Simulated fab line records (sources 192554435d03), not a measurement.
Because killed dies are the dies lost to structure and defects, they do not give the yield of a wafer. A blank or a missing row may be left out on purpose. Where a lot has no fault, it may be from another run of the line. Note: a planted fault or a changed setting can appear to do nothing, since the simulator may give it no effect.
Split-lot experiment || flow n5_finfet || 39 wafers read across 7 lots, on a route 1938 steps long

## ON THE SPLIT
At N5_PMOS_HMC_CHANNEL_EPI_FIN_RECESS_16 (chemistry HBr/Cl2, target Si, target depth 54 nm, time 18 s), the setting time_s was moved away from the recipe's 18 s on 15 of the 39 wafers read, by -7.9% to +5.8%. For the rest of the wafers, this setting stayed at what the recipe calls for.

## FROM THE SPLIT TO THE READING: what the file shows between them, 4 steps
- N5_PMOS_HMC_CHANNEL_EPI_PRECLEAN_36: cleans in O3/DIW, time 45 s
- N5_PMOS_HMC_CHANNEL_EPI_PRECLEAN_18: cleans in DHF, time 30 s
- N5_PMOS_HMC_CHANNEL_EPI_SRD_39: time 30 s
- N5_PMOS_HMC_CHANNEL_EPI_CMP_21: polishes SiGe30, target thk 54 nm

## THE READING
HMC_CMP_THK at N5_PMOS_HMC_CHANNEL_EPI_THK_MEAS_22, in nm. Fault-free wafers of this fab line usually give 53.7 nm, standard deviation 0.72 nm.

{"wafer": "L074.1", "tool, chamber at the split": "rie_si-03, 1", "time_s as run, s": 18, "against the recipe": "recipe", "HMC_CMP_THK, nm": 54.9, "against lot-mates on the recipe": "-"}
{"wafer": "L074.2", "tool, chamber at the split": "rie_si-03, 3", "time_s as run, s": 19.04, "against the recipe": "+5.8%", "HMC_CMP_THK, nm": 56.3, "against lot-mates on the recipe": "+2.1"}
{"wafer": "L074.3", "tool, chamber at the split": "rie_si-03, 0", "time_s as run, s": 19.04, "against the recipe": "+5.8%", "HMC_CMP_THK, nm": 55.8, "against lot-mates on the recipe": "+1.6"}
{"wafer": "L074.4", "tool, chamber at the split": "rie_si-03, 2", "time_s as run, s": 19.04, "against the recipe": "+5.8%", "HMC_CMP_THK, nm": 56.4, "against lot-mates on the recipe": "+2.2"}
{"wafer": "L074.5", "tool, chamber at the split": "rie_si-03, 1", "time_s as run, s": 18, "against the recipe": "recipe", "HMC_CMP_THK, nm": 54.2, "against lot-mates on the recipe": "-"}
{"wafer": "L074.6", "tool, chamber at the split": "rie_si-03, 0", "time_s as run, s": 18, "against the recipe": "recipe", "HMC_CMP_THK, nm": 53.4, "against lot-mates on the recipe": "-"}
{"wafer": "L080.1", "tool, chamber at the split": "rie_si-03, 1", "time_s as run, s": 18, "against the recipe": "recipe", "HMC_CMP_THK, nm": 55.3, "against lot-mates on the recipe": "-"}
{"wafer": "L080.2", "tool, chamber at the split": "rie_si-03, 3", "time_s as run, s": 18, "against the recipe": "recipe", "HMC_CMP_THK, nm": 53.6, "against lot-mates on the recipe": "-"}
{"wafer": "L080.3", "tool, chamber at the split": "rie_si-03, 0", "time_s as run, s": 18, "against the recipe": "recipe", "HMC_CMP_THK, nm": 52.9, "against lot-mates on the recipe": "-"}
{"wafer": "L080.4", "tool, chamber at the split": "rie_si-03, 2", "time_s as run, s": 18, "against the recipe": "recipe", "HMC_CMP_THK, nm": 53.3, "against lot-mates on the recipe": "-"}
{"wafer": "L080.5", "tool, chamber at the split": "rie_si-03, 1", "time_s as run, s": 18, "against the recipe": "recipe", "HMC_CMP_THK, nm": 55.1, "against lot-mates on the recipe": "-"}
{"wafer": "L080.6", "tool, chamber at the split": "rie_si-03, 2", "time_s as run, s": 18, "against the recipe": "recipe", "HMC_CMP_THK, nm": 53.3, "against lot-mates on the recipe": "-"}
{"wafer": "L084.1", "tool, chamber at the split": "rie_si-03, 0", "time_s as run, s": 18.54, "against the recipe": "+3.0%", "HMC_CMP_THK, nm": 53.9, "against lot-mates on the recipe": "+0.5"}
{"wafer": "L084.2", "tool, chamber at the split": "rie_si-03, 3", "time_s as run, s": 18, "against the recipe": "recipe", "HMC_CMP_THK, nm": 53.1, "against lot-mates on the recipe": "-"}
{"wafer": "L084.3", "tool, chamber at the split": "rie_si-03, 1", "time_s as run, s": 18, "against the recipe": "recipe", "HMC_CMP_THK, nm": 54.1, "against lot-mates on the recipe": "-"}
{"wafer": "L084.4", "tool, chamber at the split": "rie_si-03, 2", "time_s as run, s": 18.54, "against the recipe": "+3.0%", "HMC_CMP_THK, nm": 54.8, "against lot-mates on the recipe": "+1.4"}
{"wafer": "L084.5", "tool, chamber at the split": "rie_si-03, 2", "time_s as run, s": 18, "against the recipe": "recipe", "HMC_CMP_THK, nm": 52.9, "against lot-mates on the recipe": "-"}
{"wafer": "L084.6", "tool, chamber at the split": "rie_si-03, 1", "time_s as run, s": 18.54, "against the recipe": "+3.0%", "HMC_CMP_THK, nm": 56.3, "against lot-mates on the recipe": "+2.9"}
{"wafer": "L090.1", "tool, chamber at the split": "rie_si-02, 3", "time_s as run, s": 18, "against the recipe": "recipe", "HMC_CMP_THK, nm": 54.8, "against lot-mates on the recipe": "-"}
{"wafer": "L090.2", "tool, chamber at the split": "rie_si-02, 0", "time_s as run, s": 18, "against the recipe": "recipe", "HMC_CMP_THK, nm": 53.8, "against lot-mates on the recipe": "-"}
{"wafer": "L090.3", "tool, chamber at the split": "rie_si-02, 1", "time_s as run, s": 17.32, "against the recipe": "-3.8%", "HMC_CMP_THK, nm": 52.3, "against lot-mates on the recipe": -2.2}
{"wafer": "L090.4", "tool, chamber at the split": "rie_si-02, 2", "time_s as run, s": 18, "against the recipe": "recipe", "HMC_CMP_THK, nm": 54.8, "against lot-mates on the recipe": "-"}
{"wafer": "L090.5", "tool, chamber at the split": "rie_si-02, 3", "time_s as run, s": 17.32, "against the recipe": "-3.8%", "HMC_CMP_THK, nm": 52.1, "against lot-mates on the recipe": -2.4}
{"wafer": "L090.6", "tool, chamber at the split": "rie_si-02, 2", "time_s as run, s": 17.32, "against the recipe": "-3.8%", "HMC_CMP_THK, nm": 53.1, "against lot-mates on the recipe": -1.4}
{"wafer": "L094.2", "tool, chamber at the split": "rie_si-02, 2", "time_s as run, s": 18, "against the recipe": "recipe", "HMC_CMP_THK, nm": 53.4, "against lot-mates on the recipe": "-"}
{"wafer": "L094.3", "tool, chamber at the split": "rie_si-02, 3", "time_s as run, s": 18, "against the recipe": "recipe", "HMC_CMP_THK, nm": 53.7, "against lot-mates on the recipe": "-"}
{"wafer": "L094.5", "tool, chamber at the split": "rie_si-02, 0", "time_s as run, s": 18, "against the recipe": "recipe", "HMC_CMP_THK, nm": 52.9, "against lot-mates on the recipe": "-"}
{"wafer": "L095.1", "tool, chamber at the split": "rie_si-03, 0", "time_s as run, s": 18, "against the recipe": "recipe", "HMC_CMP_THK, nm": 52.5, "against lot-mates on the recipe": "-"}
{"wafer": "L095.2", "tool, chamber at the split": "rie_si-03, 1", "time_s as run, s": 18, "against the recipe": "recipe", "HMC_CMP_THK, nm": 54.4, "against lot-mates on the recipe": "-"}
{"wafer": "L095.3", "tool, chamber at the split": "rie_si-03, 2", "time_s as run, s": 18.74, "against the recipe": "+4.1%", "HMC_CMP_THK, nm": 56.1, "against lot-mates on the recipe": "+2.7"}
{"wafer": "L095.4", "tool, chamber at the split": "rie_si-03, 3", "time_s as run, s": 18, "against the recipe": "recipe", "HMC_CMP_THK, nm": 53.4, "against lot-mates on the recipe": "-"}
{"wafer": "L095.5", "tool, chamber at the split": "rie_si-03, 0", "time_s as run, s": 18.74, "against the recipe": "+4.1%", "HMC_CMP_THK, nm": 55.2, "against lot-mates on the recipe": "+1.8"}
{"wafer": "L095.6", "tool, chamber at the split": "rie_si-03, 1", "time_s as run, s": 18.74, "against the recipe": "+4.1%", "HMC_CMP_THK, nm": 56.8, "against lot-mates on the recipe": "+3.4"}
{"wafer": "L097.1", "tool, chamber at the split": "rie_si-03, 2", "time_s as run, s": 16.58, "against the recipe": "-7.9%", "HMC_CMP_THK, nm": 49.3, "against lot-mates on the recipe": -4.4}
{"wafer": "L097.2", "tool, chamber at the split": "rie_si-03, 0", "time_s as run, s": 18, "against the recipe": "recipe", "HMC_CMP_THK, nm": 52.4, "against lot-mates on the recipe": "-"}
{"wafer": "L097.3", "tool, chamber at the split": "rie_si-03, 1", "time_s as run, s": 18, "against the recipe": "recipe", "HMC_CMP_THK, nm": 54.2, "against lot-mates on the recipe": "-"}
{"wafer": "L097.4", "tool, chamber at the split": "rie_si-03, 3", "time_s as run, s": 16.58, "against the recipe": "-7.9%", "HMC_CMP_THK, nm": 48.8, "against lot-mates on the recipe": -4.9}
{"wafer": "L097.5", "tool, chamber at the split": "rie_si-03, 1", "time_s as run, s": 18, "against the recipe": "recipe", "HMC_CMP_THK, nm": 54.6, "against lot-mates on the recipe": "-"}
{"wafer": "L097.6", "tool, chamber at the split": "rie_si-03, 2", "time_s as run, s": 16.58, "against the recipe": "-7.9%", "HMC_CMP_THK, nm": 49.2, "against lot-mates on the recipe": -4.5}

FIT RESULTS
A straight line over all 39 wafers: HMC_CMP_THK changes by +0.505 nm for each +1% of time_s; r = +0.90; the points scatter about the line by 0.82 nm.
The same after taking each lot's own level away (the mean of its wafers on the recipe; 39 wafers): +0.524 nm for each +1%; r = +0.91; scatter 0.77 nm.
Per that fit: largest time_s move, reading shift of 4.1 nm.
The span of the lots' own levels, 53.33 to 54.47 nm, comes to 1.6 times the standard deviation stated above.
So the lot-to-lot level changes the slope little: the two slopes agree.
Check: with one of the wafers moved furthest among these (-7.9%) left out of the fit, the line predicts -4.17 nm for it against its lot-mates. It came out at -4.43 nm against them.

## THE WHOLE CHAIN: every reading that the file lists as answering this split, in the file's order
{"step": "N5_PMOS_HMC_CHANNEL_EPI_FIN_RECESS_16", "what it does": "chemistry HBr/Cl2, target Si, target depth 54 nm, time 18 s", "reading": "PMOS_HMC_CHANNEL_EPI.feature_depth_nm (the simulator's own value, which no gauge read)", "change (the file's fit)": "+0.523 nm for each +1% of the setting", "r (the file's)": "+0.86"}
{"step": "N5_PMOS_HMC_CHANNEL_EPI_FIN_RECESS_16", "what it does": "chemistry HBr/Cl2, target Si, target depth 54 nm, time 18 s", "reading": "etch.depth_nm (the simulator's own value, which no gauge read)", "change (the file's fit)": "+0.523 nm for each +1% of the setting", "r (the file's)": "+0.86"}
{"step": "N5_PMOS_HMC_CHANNEL_EPI_THK_MEAS_22", "what it does": "", "reading": "HMC_CMP_THK", "change (the file's fit)": "+0.521 for each +1% of the setting", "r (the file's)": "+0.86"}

## FILE'S OWN FIT
HMC_CMP_THK changes by +0.521 nm for each +1% of time_s, r = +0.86.
